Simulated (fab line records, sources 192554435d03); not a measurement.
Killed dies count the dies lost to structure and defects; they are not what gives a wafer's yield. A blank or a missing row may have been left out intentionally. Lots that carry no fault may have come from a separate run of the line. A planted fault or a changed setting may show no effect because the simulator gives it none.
Problem report, 8D (eight disciplines) form, completed by code    flow n5-finfet    the parts of the form that need people (team, actions taken, sign-off) are left out

1. PROBLEM STATEMENT
killed-at-contacts at N5_PASSIVATION_PROBE_49 reads a mean of 1088 on 2 wafers of 2 lots; wafers without a fault read 12 with a standard deviation of 5.5. So: +99 or more standard deviations from the usual mean.
First observed at day 14 18:23: wafer L832.1, on prober-02. The record has a number at this step for 31 wafers belonging to 11 lots. Rule for "out", or "out of limits": more than 4 standard deviations from the usual mean. The other wafers with a number count as sound.

2. WHAT IT IS, WHAT IT ISN'T
question                     is                                              is not
which readings at this step  killed-at-contacts, killed-dies, killed-on-rim  killed_at_M0_to_M3, killed_at_M4_up, killed-at-other, killed-short
which lots                   L832, L833                                      L824, L828, L829, L830, L841, L844, L845, L846, L847
which wafers of those lots   L832.1, L833.6                                  L832.5, L833.2
read on which tools          prober-01, prober-02                            -
when                         from day 14 18:23                               up to then (9 sound wafers); but 20 sound wafers of L829, L832, L833, L841, L844, L845, L846, L847 came after

3. SUSPECTS, AND WHAT RULES EACH OUT
Counting: if a tool at a process step up to the reading ran every lot that is out, it stays a suspect. Sound lots after the first of them don't rule it out here, since some wafers of a struck lot are sound.
- ald-sin-01 at N5_MOL_CONTACT_COAG_ALD_131 (deposits SiO2, target thk 5 nm, pulse time 1 s, co reactant pulse time 1 s): kept. Every lot that is out went through it, the first being L832 (day 7 00:24); the last sound lot it ran before that was L830 (day 6 16:04).
After counting, what remains is ald-sin-01 at N5_MOL_CONTACT_COAG_ALD_131.

4. THE CAUSE (what the simulator had put in)
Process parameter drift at N5_MOL_CONTACT_COAG_ALD_131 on ald-sin-01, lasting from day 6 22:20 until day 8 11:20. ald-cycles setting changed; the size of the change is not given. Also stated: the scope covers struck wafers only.
The count eliminated every tool but this one.

5. SEQUENCE OF EFFECTS, ordered by route
Each row: a reading where the mean over the struck wafers with a number is more than 3 standard deviations away from the usual. Readings are gone through only where the record gives a usual standard deviation; hours: the median, over the lots, of the time from a lot's start at the first step in this table giving one to that lot's start at this step; sigmas: the change measured in usual standard deviations.
hours  step                     reading             usual  on struck wafers  change  sigmas
0      N5_PASSIVATION_PROBE_49  killed-at-contacts  12     1088              +1076   +99 or more
0      N5_PASSIVATION_PROBE_49  killed-dies         101    1180              +1079   +60
0      N5_PASSIVATION_PROBE_49  killed-on-rim       13     152               +139    +34
Its process steps:
- N5_PASSIVATION_PROBE_49

6. HOW IT WOULD HAVE BEEN CAUGHT EARLIER
188 hours passed between the start of the fault at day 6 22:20 and the first reading out of limits in this record, taken at day 14 18:23.
No tool reading at N5_MOL_CONTACT_COAG_ALD_131 that has a usual standard deviation in the record was out on any struck wafer, so an alarm limit of 4 standard deviations on those readings would not have fired.
Each of the lots that are out, 2 in all, had begun N5_MOL_CONTACT_COAG_ALD_131 on ald-sin-01 no later than day 14 18:23. A hold on the tool at that time would have spared none of them.
